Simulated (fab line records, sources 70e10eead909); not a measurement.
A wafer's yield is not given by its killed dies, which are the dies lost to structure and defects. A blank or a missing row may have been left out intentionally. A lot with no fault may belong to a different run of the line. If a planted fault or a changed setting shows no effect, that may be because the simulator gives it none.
Matching of chambers	flow nand_harc	NHARC_P_M0_DEP_32 on pecvd-02: 3 sister chambers
The step deposits SiCN, target thk 30 nm. 3 wafers are shown with their chamber, then 11 later ones without.

== WAFERS WITH THEIR CHAMBER ==
wafer	chamber	showerhead_vpp_V (V)
L091.1	2	1235
L092.5	0	1345
L094.2	1	1348

== WAFERS WITHOUT THEIR CHAMBER ==
wafer	showerhead_vpp_V (V)
L094.4	1351
L094.5	1330
L095.3	1315
L095.5	1227
L095.6	1358
L096.1	1233
L096.2	1389
L096.3	1348
L096.4	1360
L096.5	1343
L096.6	1234

== EACH ONE'S CHAMBER ==
wafer	from the rows above	in truth
L094.4	can't be placed: 1 or 0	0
L094.5	can't be placed: 0 or 1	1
L095.3	can't be placed: 0 or 1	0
L095.5	2	2
L095.6	can't be placed: 1 or 0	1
L096.1	2	2
L096.2	can't be placed: 1 or 0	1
L096.3	can't be placed: 1 or 0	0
L096.4	can't be placed: 1 or 0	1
L096.5	can't be placed: 0 or 1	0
L096.6	2	2
Placed correctly: 3 of 11. Unplaceable from these rows: 8, with the true chamber sitting among the candidates in 8. Number placed wrongly: 0.
How it was worked out, from the rows above alone: a wafer's distance from a chamber is the root of the sum, over the readings, of the square of ((its reading less the chamber's mean) divided by the reading's scatter). If the next closest chamber is less than 2 further off than the closest, the wafer can't be placed; otherwise it belongs to the closest. Each chamber's mean is taken over the wafers shown for it. The scatter: root of mean squared gap, hidden wafer to nearest shown wafer, with one shown wafer a chamber.
